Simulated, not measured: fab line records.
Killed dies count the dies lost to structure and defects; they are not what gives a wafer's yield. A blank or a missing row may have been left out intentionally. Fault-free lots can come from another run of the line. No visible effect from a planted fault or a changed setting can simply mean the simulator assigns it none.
Chamber matching	flow nand_harc	NHARC_P_CONTACT_ETCH_35 on rie_diel-09: 4 sister chambers
The step etches the open film in CF4, target depth 39 nm, time 65 s. 33 wafers are shown with their chamber, then 12 later ones without.

WAFERS, EACH WITH ITS CHAMBER
wafer	chamber	showerhead_plenum_p_Torr (Torr)	drypump_motor_current_A (A)	rf_vpp_V (V)
L074.2	3	1.88	5.3	152.7
L074.3	2	1.70	6.0	150.0
L074.5	3	1.88	5.3	152.6
L078.1	3	1.88	5.3	152.4
L078.3	2	1.70	6.0	149.7
L078.5	2	1.69	6.0	151.3
L081.2	1	1.81	5.0	152.0
L081.3	2	1.69	6.1	149.3
L081.6	0	1.70	5.6	149.1
L082.1	0	1.70	5.6	150.5
L082.2	3	1.88	5.3	153.6
L082.4	1	1.81	5.0	151.3
L083.2	1	1.81	5.0	150.5
L083.5	2	1.69	6.0	151.0
L083.6	1	1.81	5.0	151.3
L083.1	0	1.70	5.6	150.6
L083.3	2	1.69	6.0	150.5
L083.4	3	1.88	5.3	153.4
L084.2	3	1.88	5.3	152.8
L084.4	2	1.69	6.0	150.5
L084.6	3	1.88	5.3	152.3
L087.2	0	1.70	5.6	151.3
L087.4	3	1.88	5.3	153.9
L087.5	1	1.81	5.1	151.5
L089.3	0	1.70	5.6	151.4
L089.5	3	1.88	5.3	153.5
L089.6	0	1.70	5.6	149.9
L088.1	3	1.88	5.3	152.2
L088.2	0	1.70	5.6	150.0
L088.3	2	1.69	6.0	151.3
L088.4	1	1.81	5.0	152.7
L088.5	0	1.70	5.6	150.1
L088.6	3	1.88	5.3	152.7

SIGNATURES (averages over the wafers above)
reading	chamber 0	chamber 1	chamber 2	chamber 3	scatter within a chamber
showerhead_plenum_p_Torr	1.7000	1.8100	1.6925	1.8800	0.00227
drypump_motor_current_A	5.600	5.017	6.013	5.300	0.0243
rf_vpp_V	150.363	151.550	150.450	152.918	0.695
Rule: for a wafer and a chamber, the distance is found by dividing, reading by reading, the gap between the wafer's reading and the chamber's mean by the reading's scatter, squaring, summing and taking the root. The wafer belongs to the nearest chamber; if the next one is less than 2 further off, it can't be placed. The scatter: the root of (the sum of the squares of (reading less its chamber's mean) over the shown wafers, divided by (wafers less chambers)).

WAFERS WITHOUT THEIR CHAMBER
wafer	showerhead_plenum_p_Torr (Torr)	drypump_motor_current_A (A)	rf_vpp_V (V)
L092.1	1.70	5.6	148.9
L092.4	1.69	6.0	149.5
L092.6	1.81	5.0	152.0
L093.3	1.88	5.3	152.6
L093.4	1.69	6.0	150.4
L093.5	1.88	5.3	154.1
L093.1	1.70	5.6	151.4
L093.2	1.81	5.0	151.6
L093.6	1.70	5.6	149.4
L094.1	1.70	5.6	148.4
L094.2	1.88	5.3	151.8
L094.6	1.81	5.0	150.7

CHAMBER TAKEN BY EACH
wafer	from the rows above	in truth
L092.1	0	0
L092.4	2	2
L092.6	1	1
L093.3	3	3
L093.4	2	2
L093.5	3	3
L093.1	0	0
L093.2	1	1
L093.6	0	0
L094.1	0	0
L094.2	3	3
L094.6	1	1
Correctly placed: 12 of 12. Can't be placed from these rows: 0. Placed wrongly: 0.
